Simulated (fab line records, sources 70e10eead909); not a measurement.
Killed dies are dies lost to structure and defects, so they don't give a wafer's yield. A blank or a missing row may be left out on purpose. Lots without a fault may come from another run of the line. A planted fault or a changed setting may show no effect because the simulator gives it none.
Chamber matching | flow nand_harc | NHARC_A_CHANNEL_HOLE_D1_ETCH_44 on rie_diel-04: 4 sister chambers
The step etches the open film in CF4/O2, target depth 140 nm, overetch 14 nm, time 77 s. 8 wafers are shown with their chamber, then 7 later ones without.

WAFERS WITH THEIR CHAMBER
wafer  | chamber | drypump_motor_current_A (A) | rf_vpp_V (V)
L075.6 | 0       | 5.6                         | 198.7
L076.2 | 3       | 6.4                         | 199.6
L076.3 | 0       | 5.6                         | 199.2
L076.6 | 1       | 6.0                         | 199.8
L085.5 | 1       | 5.9                         | 199.8
L085.6 | 2       | 5.5                         | 198.8
L086.1 | 3       | 6.4                         | 199.2
L086.2 | 2       | 5.4                         | 197.8

WAFERS WITHOUT THEIR CHAMBER
wafer  | drypump_motor_current_A (A) | rf_vpp_V (V)
L086.4 | 5.6                         | 200.0
L091.1 | 5.5                         | 198.5
L091.3 | 6.4                         | 198.4
L091.6 | 5.5                         | 197.2
L095.3 | 5.6                         | 200.7
L095.5 | 5.5                         | 198.6
L095.6 | 6.4                         | 199.0

WHICH CHAMBER EACH WENT THROUGH
wafer  | from the rows above     | in truth
L086.4 | 0                       | 0
L091.1 | can't be placed: 2 or 0 | 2
L091.3 | 3                       | 3
L091.6 | can't be placed: 2 or 0 | 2
L095.3 | 0                       | 0
L095.5 | can't be placed: 2 or 0 | 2
L095.6 | 3                       | 3
Placed correctly: 4 of 7. Can't be placed from these rows: 3 (the true chamber is among the candidates in 3). Placed wrongly: 0.
How it was worked out, from the rows above alone: a wafer's distance from a chamber is the root of the sum, over the readings, of the square of ((its reading less the chamber's mean) divided by the reading's scatter). The wafer belongs to the nearest chamber; if the next one is less than 2 further off, it can't be placed. A chamber's mean is the mean of its shown wafers. The scatter: the root of (the sum of the squares of (reading less its chamber's mean) over the shown wafers, divided by (wafers less chambers)).
